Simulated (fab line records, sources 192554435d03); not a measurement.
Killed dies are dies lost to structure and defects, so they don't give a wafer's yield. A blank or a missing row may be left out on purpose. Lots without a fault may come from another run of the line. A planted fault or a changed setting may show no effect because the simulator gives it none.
Split-lot experiment | flow n5_finfet | 7 lots, 21 wafers read, on a route of 1938 steps

THE SPLIT
At N5_BEOL_M11_PECVD_70 (deposits SiO2 from TEOS/O2, target thk 20 nm, time 22.7 s), the setting temp_c was moved away from the recipe's 400 C on 11 of the 21 wafers read, by -3.9% to +3.1%. The other wafers ran this setting at the recipe's value.

FROM THE SPLIT TO THE READING: what the file shows between them, 8 steps
- N5_BEOL_M11_HM_DEP_02: deposits TiN, target thk 20 nm
- N5_BEOL_M11_COAT_59: time 60 s, resist thk 100 nm
- N5_BEOL_M11_STRIP_77: strips in N2/H2, time 10 s
- N5_BEOL_M11_HM_STRIP_39: strips TiN in peroxide tin strip, target depth 25 nm, time 158 s
- N5_BEOL_M11_SRD_40: time 30 s
- N5_BEOL_M11_PRECLEAN_42: cleans in residue remover, time 60 s
- N5_BEOL_M11_ECD_50: material Cu, target thk 318 nm
- N5_BEOL_M11_ANNEAL_51: time 90 s

THE READING
barrier_field_endpoint_s, in s, at N5_BEOL_M11_CMP_52 (polishes, stops on SiCOH lowk, t overpolish 7 s, target thk 140 nm). Fault-free wafers of this fab line usually give 29.0 s, standard deviation 0.69 s.

wafer  | tool, chamber at the split | temp_c as run, C | against the recipe | barrier_field_endpoint_s, s | against lot-mates on the recipe
L075.2 | pecvd-01, 0                | 400              | recipe             | 28.4                        | -
L075.5 | pecvd-01, 0                | 412.3            | +3.1%              | 25.8                        | -2.6
L075.6 | pecvd-01, 1                | 412.3            | +3.1%              | 27.0                        | -1.4
L081.3 | pecvd-01, 2                | 400              | recipe             | 29.0                        | -
L081.2 | pecvd-01, 0                | 385.8            | -3.5%              | 30.8                        | +1.6
L081.6 | pecvd-01, 2                | 400              | recipe             | 29.4                        | -
L083.1 | pecvd-01, 1                | 409.6            | +2.4%              | 26.6                        | -2.1
L083.4 | pecvd-01, 0                | 400              | recipe             | 28.7                        | -
L083.5 | pecvd-01, 1                | 409.6            | +2.4%              | 27.3                        | -1.4
L085.2 | pecvd-02, 2,1              | 400              | recipe             | 29.3                        | -
L085.6 | pecvd-02, 2                | 400              | recipe             | 30.6                        | -
L085.5 | pecvd-02, 2,1              | 400              | recipe             | 28.9                        | -
L087.3 | pecvd-04, 1                | 409.3            | +2.3%              | 26.7                        | -2.0
L087.6 | pecvd-04, 0                | 409.3            | +2.3%              | 27.0                        | -1.7
L087.5 | pecvd-04, 2                | 400              | recipe             | 28.7                        | -
L094.3 | pecvd-04, 0                | 400              | recipe             | 28.6                        | -
L094.5 | pecvd-04, 1                | 394.7            | -1.3%              | 30.2                        | +1.6
L094.6 | pecvd-04, 2                | 394.7            | -1.3%              | 29.9                        | +1.3
L095.4 | pecvd-01, 1                | 384.4            | -3.9%              | 31.0                        | +3.4
L095.1 | pecvd-01, 1                | 400              | recipe             | 27.6                        | -
L095.5 | pecvd-01, 0                | 384.4            | -3.9%              | 31.3                        | +3.7
Where a row lists several chambers, the file gives one row for several wafers and doesn't say which wafer went through which chamber.

THE FIT
A straight line over all 21 wafers: barrier_field_endpoint_s changes by -0.699 s for each +1% of temp_c; r = -0.92; the points scatter about the line by 0.64 s.
The same after taking each lot's own level away (the mean of its wafers on the recipe; 21 wafers): -0.759 s for each +1%; r = -0.95; scatter 0.52 s.
On that fit, the largest move of temp_c shifts the reading by 3 s.
The lots' own levels span 27.60 to 29.60 s, that is 2.9 times the standard deviation above.
So the lot-to-lot level changes the slope little: the two slopes agree.
Check: with one of the wafers moved furthest among these (-3.9%) left out of the fit, the line predicts +2.93 s for it against its lot-mates. It came out at +3.4 s against them.

OTHER SPLITS ON THESE WAFERS
These wafers also went through other splits before the reading. Each is held against what the fit with the lots' levels taken away leaves over:
other split on the same wafers | wafers away from the commonest value | r with barrier_field_endpoint_s (lot level and that fit taken away)
N5_BEOL_M10_EXPOSE_08 dose_mj  | 6                                    | -0.16

THE WHOLE CHAIN: every reading that the file lists as answering this split, in the file's order
step                    | what it does                                                       | reading                                                                           | change (the file's fit)               | r (the file's)
N5_BEOL_M11_PECVD_70    | deposits SiO2 from TEOS/O2, target thk 20 nm, time 22.7 s          | SiO2_of_BEOL_M11_PECVD_70.thk_nm (the simulator's own value, which no gauge read) | -0.597 nm for each +1% of the setting | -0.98
N5_BEOL_M11_HM_STRIP_39 | strips TiN in peroxide tin strip, target depth 25 nm, time 158 s   | SiO2_of_BEOL_M11_PECVD_70.thk_nm (the simulator's own value, which no gauge read) | -0.591 nm for each +1% of the setting | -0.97
N5_BEOL_M11_CMP_52      | polishes, stops on SiCOH lowk, t overpolish 7 s, target thk 140 nm | barrier_field_endpoint_s                                                          | -0.712 s for each +1% of the setting  | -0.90

THE FILE'S OWN FIT
barrier_field_endpoint_s changes by -0.712 s for each +1% of temp_c, r = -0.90.
